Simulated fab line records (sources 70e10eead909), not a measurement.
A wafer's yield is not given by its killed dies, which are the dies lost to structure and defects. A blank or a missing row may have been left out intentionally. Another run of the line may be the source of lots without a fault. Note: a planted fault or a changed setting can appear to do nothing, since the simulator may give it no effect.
Chamber matching + flow nand harc + NHARC_A_WL_FILL_ALD_10 on ald hk-04: 4 sister chambers
The step deposits SiO2, target thk 50 nm, pulse time 10 s, ald cycles 500. 4 wafers are shown with their chamber, then 12 later ones without.

== WAFERS PAIRED WITH THEIR CHAMBERS ==
| wafer  | chamber | heater power outer w (W) |
|--------|---------|--------------------------|
| L087.6 | 2       | 247                      |
| L093.1 | 1       | 244                      |
| L093.2 | 3       | 280                      |
| L093.3 | 0       | 222                      |

== WAFERS MISSING THEIR CHAMBER ==
| wafer  | heater power outer w (W) |
|--------|--------------------------|
| L095.2 | 244                      |
| L095.4 | 288                      |
| L095.6 | 240                      |
| L089.1 | 282                      |
| L089.3 | 256                      |
| L089.6 | 289                      |
| L094.1 | 222                      |
| L094.4 | 254                      |
| L094.6 | 291                      |
| L096.3 | 229                      |
| L096.2 | 242                      |
| L096.5 | 283                      |

== THE CHAMBER EACH PASSED THROUGH ==
| wafer  | from the rows above          | in truth |
|--------|------------------------------|----------|
| L095.2 | can't be placed: 1 or 2      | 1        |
| L095.4 | 3                            | 3        |
| L095.6 | can't be placed: 1 or 2      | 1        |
| L089.1 | 3                            | 3        |
| L089.3 | can't be placed: 2 or 1      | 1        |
| L089.6 | 3                            | 3        |
| L094.1 | 0                            | 0        |
| L094.4 | can't be placed: 2 or 1      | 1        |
| L094.6 | 3                            | 3        |
| L096.3 | can't be placed: 0 or 1 or 2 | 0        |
| L096.2 | can't be placed: 1 or 2      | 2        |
| L096.5 | 3                            | 3        |
Correct placement for 6 of the 12. From these rows, 6 cannot be placed; in 6 the true chamber is one of the candidates. Number placed wrongly: 0.
How it was worked out, from the rows above alone: a wafer's distance from a chamber is the root of the sum, over the readings, of the square of ((its reading less the chamber's mean) divided by the reading's scatter). If the next closest chamber is less than 2 further off than the closest, the wafer can't be placed; otherwise it belongs to the closest. For every chamber, the mean is computed from those of its wafers that are shown. The scatter (one wafer shown for each chamber): square how far every hidden wafer sits from the nearest shown wafer, average those squares and take the square root.
